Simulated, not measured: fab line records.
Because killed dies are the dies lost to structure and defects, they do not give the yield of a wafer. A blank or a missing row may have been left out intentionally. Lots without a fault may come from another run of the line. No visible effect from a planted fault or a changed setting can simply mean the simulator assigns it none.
A single fault, viewed from 2 desks    flow nand-harc    what lay behind the numbers comes last; until then each desk has only its own

DESK OF THE TOOL OWNER: litho-track-01
The tool's own readings at NHARC_A_M1_PEB_07 (peb time 65 s): means of the sampled wafers that have a number, for each lot that ran on this tool. If a lot's mean is further than 4 standard deviations from the usual mean, the lot is out of limits and carries the mark OUT (the distance appears in the brackets).
Columns: A = heater-power-total-W at NHARC_A_M1_PEB_07, usual 156.5 W; B = plate-temp-C at NHARC_A_M1_PEB_07, usual 100.00 C
lot   first seen here  A                 B
L902  day 19 05:08     156.6             100.02
L906  day 20 01:28     156.2             99.81
L909  day 20 23:19     156.6             100.01
L913  day 21 17:05     160.5 (+10) OUT   101.84 (+15) OUT
L916  day 22 10:36     160.2 (+9.5) OUT  101.68 (+14) OUT
This desk finds L913, L916 out of limits, L913 being first, at day 21 17:05 (heater-power-total-W at NHARC_A_M1_PEB_07). L902, L906, L909: within limits.

AT THE METROLOGY DESK
Lot by lot, what the gauges showed, no matter which tool ran the lot: averages of those sampled wafers that carry a number. If a lot's mean is further than 4 standard deviations from the usual mean, the lot is out of limits and carries the mark OUT (the distance appears in the brackets).
Columns: A = cd-nm at NHARC_A_M1_CD_MEAS_09, usual 119.8 nm; B = cd-nm at NHARC_A_M1_CD_MEAS_16, usual 119.6 nm
lot   first seen here  A                 B
L899  day 17 15:40     120.4             120.6
L901  day 18 00:43     120.1             120.3
L904  day 18 20:25     119.5             118.9
L905  day 18 23:38     119.3             119.6
L902  day 19 05:13     119.8             119.8
L906  day 20 01:32     119.3             119.7
L909  day 20 23:24     119.5             118.8
L913  day 21 17:10     125.4 (+9.2) OUT  125.2 (+6.8) OUT
L916  day 22 10:41     124.1 (+7.0) OUT  124.9 (+6.5) OUT
L920  day 23 08:27     120.1             120.5
This desk finds L913, L916 out of limits, L913 being first, at day 21 17:10 (cd-nm at NHARC_A_M1_CD_MEAS_09). L899, L901, L904, L905, L902, L906, L909, L920: within limits.

ALL TOGETHER
The tool owner's desk could have raised an alarm at day 21 17:05, on L913, L916.
Metrology desk: alarm possible at day 21 17:10 on L913, L916.
NHARC_A_M1_PEB_07 was run on litho-track-01 by each of the lots named.

WHAT THE SIMULATOR PUT IN
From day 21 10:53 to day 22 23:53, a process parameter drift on litho-track-01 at NHARC_A_M1_PEB_07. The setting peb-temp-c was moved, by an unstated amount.
Struck lots among those shown: L913, L916.
Hours from the fault's start to each desk's first reading out of limits: the tool owner's desk, 6; the metrology desk, 6.
